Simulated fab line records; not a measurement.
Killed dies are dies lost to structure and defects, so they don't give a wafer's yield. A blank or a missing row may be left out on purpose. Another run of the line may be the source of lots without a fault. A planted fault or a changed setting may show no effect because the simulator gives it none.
Lot-split experiment	flow n5_finfet	39 wafers read across 7 lots, on a route 1938 steps long

THE SPLIT ITSELF
At N5_MIM_BOT_SPUTTER_00 (material TiN, target thk 35 nm, time 89.7 s), the setting time_s was moved away from the recipe's 89.7 s on 9 of the 39 wafers read, by -55.4% to +36.6%. The other wafers ran this setting at the recipe's value.

The split's own step is where the reading is taken.

THE READING
TiN_of_MIM_BOT_SPUTTER_00.thk_nm (the simulator's own value, which no gauge read), in nm, at N5_MIM_BOT_SPUTTER_00 (material TiN, target thk 35 nm, time 89.7 s). No usual value for it is given in the file. Here, 30 wafers ran the recipe; their average is 35.0 nm with a standard deviation of 0.49 nm.

wafer	tool, chamber at the split	time_s as run, s	against the recipe	TiN_of_MIM_BOT_SPUTTER_00.thk_nm, nm	against lot-mates on the recipe
L075.1	pvd_sputter-02, -	89.7	recipe	35.4	-
L075.6	pvd_sputter-02, -	89.7	recipe	35.4	-
L075.2	pvd_sputter-02, -	89.7	recipe	34.6	-
L075.3	pvd_sputter-02, -	89.7	recipe	34.8	-
L075.4	pvd_sputter-02, -	89.7	recipe	34	-
L075.5	pvd_sputter-02, -	89.7	recipe	35	-
L076.1	pvd_sputter-02, -	40.04	-55.4%	15.4	-19.5
L076.2	pvd_sputter-02, -	89.7	recipe	35	-
L076.3	pvd_sputter-02, -	89.7	recipe	34.4	-
L076.4	pvd_sputter-02, -	89.7	recipe	35.4	-
L076.5	pvd_sputter-02, -	40.04	-55.4%	14.8	-20.1
L076.6	pvd_sputter-02, -	40.04	-55.4%	16	-18.9
L082.1	pvd_sputter-01, -	51.27	-42.8%	19.8	-15.1
L082.2	pvd_sputter-01, -	89.7	recipe	34.6	-
L082.3	pvd_sputter-01, -	51.27	-42.8%	20.2	-14.7
L082.4	pvd_sputter-01, -	51.27	-42.8%	20.2	-14.7
L082.5	pvd_sputter-01, -	89.7	recipe	34.8	-
L082.6	pvd_sputter-01, -	89.7	recipe	35.2	-
L084.1	pvd_sputter-01, -	89.7	recipe	35.2	-
L084.4	pvd_sputter-01, -	89.7	recipe	34.6	-
L084.5	pvd_sputter-01, -	89.7	recipe	34.8	-
L090.1	pvd_sputter-01, -	89.7	recipe	35.2	-
L090.2	pvd_sputter-01, -	89.7	recipe	35.6	-
L090.3	pvd_sputter-01, -	89.7	recipe	34.6	-
L090.4	pvd_sputter-01, -	89.7	recipe	35.4	-
L090.5	pvd_sputter-01, -	89.7	recipe	34.8	-
L090.6	pvd_sputter-01, -	89.7	recipe	35	-
L095.1	pvd_sputter-02, -	89.7	recipe	35	-
L095.2	pvd_sputter-02, -	89.7	recipe	34.2	-
L095.3	pvd_sputter-02, -	89.7	recipe	35.8	-
L095.5	pvd_sputter-02, -	89.7	recipe	35.8	-
L095.4	pvd_sputter-02, -	89.7	recipe	35.4	-
L095.6	pvd_sputter-02, -	89.7	recipe	34.4	-
L097.1	pvd_sputter-02, -	122.5	+36.6%	47.8	+12.5
L097.2	pvd_sputter-02, -	89.7	recipe	35.4	-
L097.3	pvd_sputter-02, -	89.7	recipe	36	-
L097.4	pvd_sputter-02, -	122.5	+36.6%	47.4	+12.1
L097.5	pvd_sputter-02, -	89.7	recipe	34.4	-
L097.6	pvd_sputter-02, -	122.5	+36.6%	48	+12.7

FIT RESULTS
A straight line over all 39 wafers: TiN_of_MIM_BOT_SPUTTER_00.thk_nm changes by +0.351 nm for each +1% of time_s; r = +1.00; the points scatter about the line by 0.48 nm.
The same after taking each lot's own level away (the mean of its wafers on the recipe; 39 wafers): +0.348 nm for each +1%; r = +1.00; scatter 0.47 nm.
The reading moves by 19 nm for the largest change in time_s, on that fit.
From 34.87 to 35.27 nm: that is the span of the lots' own levels, equal to 0.8 times the standard deviation above.
So the lot-to-lot level changes the slope little: the two slopes agree.
Check: with one of the wafers moved furthest among these (-55.4%) left out of the fit, the line predicts -19.2 nm for it against its lot-mates. It came out at -19.5 nm against them.

THE OTHER SPLITS THESE WAFERS WENT THROUGH
Before the reading, these wafers also passed through other splits. Each is held against what the fit with the lots' levels taken away leaves over:
other split on the same wafers	wafers away from the commonest value	r with TiN_of_MIM_BOT_SPUTTER_00.thk_nm (lot level and that fit taken away)
N5_BEOL_M10_ILD_DEP_00 target_thk_a	15	+0.00
N5_BEOL_M11_VIA_ETCH_34 target_depth_a	18	-0.13
N5_BEOL_M13_DEP_53 target_thk_a	12	-0.11

FILE'S OWN FIT
TiN_of_MIM_BOT_SPUTTER_00.thk_nm changes by +0.348 nm for each +1% of time_s, r = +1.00.
